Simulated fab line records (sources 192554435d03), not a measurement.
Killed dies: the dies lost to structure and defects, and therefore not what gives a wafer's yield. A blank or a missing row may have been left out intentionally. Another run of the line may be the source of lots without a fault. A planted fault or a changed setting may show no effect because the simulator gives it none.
Lot-split experiment | flow n5 finfet | 21 wafers read from 7 lots, route of 1938 steps

## SPLIT DETAILS
At N5_BEOL_M1_COAT_05 (resist thk 30 nm), the setting spin rpm was moved away from the recipe's 1500 rpm on 12 of the 21 wafers read, by -8.4% to +3.8%. All remaining wafers had this setting at the recipe value.

## FROM THE SPLIT TO THE READING: what the file shows between them, 4 steps
- N5_BEOL_M1_EBR_07
- N5_BEOL_M1_SOFTBAKE_06: time 60 s
- N5_BEOL_M1_EXPOSE_08: exposes mask M1
- N5_BEOL_M1_PEB_09: peb time 60 s

## THE READING
CAR-EUV_of_BEOL_M1_COAT_05.thk nm (the simulator's own value, which no gauge read), in nm, at N5_BEOL_M1_DEVELOP_10 (develop time 30 s). No usual value for it is given in the file. Average 29.6 nm, standard deviation 0.083 nm, over the 9 wafers here run with the recipe.

wafer  | tool, chamber at the split | spin rpm as run, rpm | against the recipe | CAR-EUV_of_BEOL_M1_COAT_05.thk nm, nm | against lot-mates on the recipe
L075.1 | litho track-02, 0          | 1374                 | -8.4%              | 31                                    | no lot-mate on the recipe
L075.5 | litho track-02, 0          | 1374                 | -8.4%              | 30.8                                  | no lot-mate on the recipe
L075.6 | litho track-02, 0          | 1374                 | -8.4%              | 30.8                                  | no lot-mate on the recipe
L083.2 | litho track-03, 0          | 1500                 | recipe             | 29.6                                  | -
L083.5 | litho track-03, 0          | 1500                 | recipe             | 29.6                                  | -
L083.6 | litho track-03, 0          | 1500                 | recipe             | 29.6                                  | -
L086.2 | litho track-01, 0          | 1500                 | recipe             | 29.6                                  | -
L086.4 | litho track-01, 0          | 1500                 | recipe             | 29.6                                  | -
L086.3 | litho track-01, 0          | 1378                 | -8.1%              | 30.8                                  | +1.2
L087.1 | litho track-03, 0          | 1457                 | -2.9%              | 30                                    | no lot-mate on the recipe
L087.4 | litho track-03, 0          | 1457                 | -2.9%              | 30                                    | no lot-mate on the recipe
L087.6 | litho track-03, 0          | 1457                 | -2.9%              | 30                                    | no lot-mate on the recipe
L090.1 | litho track-02, 0          | 1557                 | +3.8%              | 29                                    | no lot-mate on the recipe
L090.4 | litho track-02, 0          | 1557                 | +3.8%              | 29                                    | no lot-mate on the recipe
L090.5 | litho track-02, 0          | 1557                 | +3.8%              | 29                                    | no lot-mate on the recipe
L091.2 | litho track-01, 0          | 1500                 | recipe             | 29.4                                  | -
L091.6 | litho track-01, 0          | 1500                 | recipe             | 29.4                                  | -
L091.4 | litho track-01, 0          | 1500                 | recipe             | 29.6                                  | -
L095.1 | litho track-01, 0          | 1426                 | -4.9%              | 30.2                                  | +0.6
L095.2 | litho track-01, 0          | 1426                 | -4.9%              | 30.4                                  | +0.8
L095.3 | litho track-01, 0          | 1500                 | recipe             | 29.6                                  | -

FIT RESULTS
A straight line over all 21 wafers: CAR-EUV_of_BEOL_M1_COAT_05.thk nm changes by -0.153 nm for each +1% of spin rpm; r = -0.99; the points scatter about the line by 0.077 nm.
The same after taking each lot's own level away (the mean of its wafers on the recipe; 12 wafers): -0.145 nm for each +1%; r = -0.99; scatter 0.069 nm.
On that fit, the largest move of spin rpm shifts the reading by 1.2 nm.
Measured against the standard deviation above, the lots' own levels, which go from 29.47 to 29.60 nm, span 1.6 times it.
The two slopes are in agreement: the lot-to-lot level therefore moves the slope only a little.
Check: with one of the wafers moved furthest among these (-8.1%) left out of the fit, the line predicts +1.15 nm for it against its lot-mates. It came out at +1.2 nm against them.

## OTHER SPLITS APPLIED TO THESE WAFERS
These wafers also went through other splits before the reading. Each is held against what the fit with the lots' levels taken away leaves over:
other split on the same wafers            | wafers away from the commonest value | r with CAR-EUV_of_BEOL_M1_COAT_05.thk nm (lot level and that fit taken away)
N5_BEOL_M0_SAQP_SPACER1_ALD_98 ald cycles | 8                                    | +0.01
N5_BEOL_M1_COAT_61 spin rpm               | 10                                   | -0.24

## THE WHOLE CHAIN: every reading that the file lists as answering this split, in the file's order
step                  | what it does      | reading                                                                            | change (the file's fit)               | r (the file's)
N5_BEOL_M1_COAT_05    | resist thk 30 nm  | CAR-EUV_of_BEOL_M1_COAT_05.thk nm (the simulator's own value, which no gauge read) | -0.169 nm for each +1% of the setting | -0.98
N5_BEOL_M1_DEVELOP_10 | develop time 30 s | CAR-EUV_of_BEOL_M1_COAT_05.thk nm (the simulator's own value, which no gauge read) | -0.146 nm for each +1% of the setting | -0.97

## FILE'S OWN FIT
CAR-EUV_of_BEOL_M1_COAT_05.thk nm changes by -0.146 nm for each +1% of spin rpm, r = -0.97.
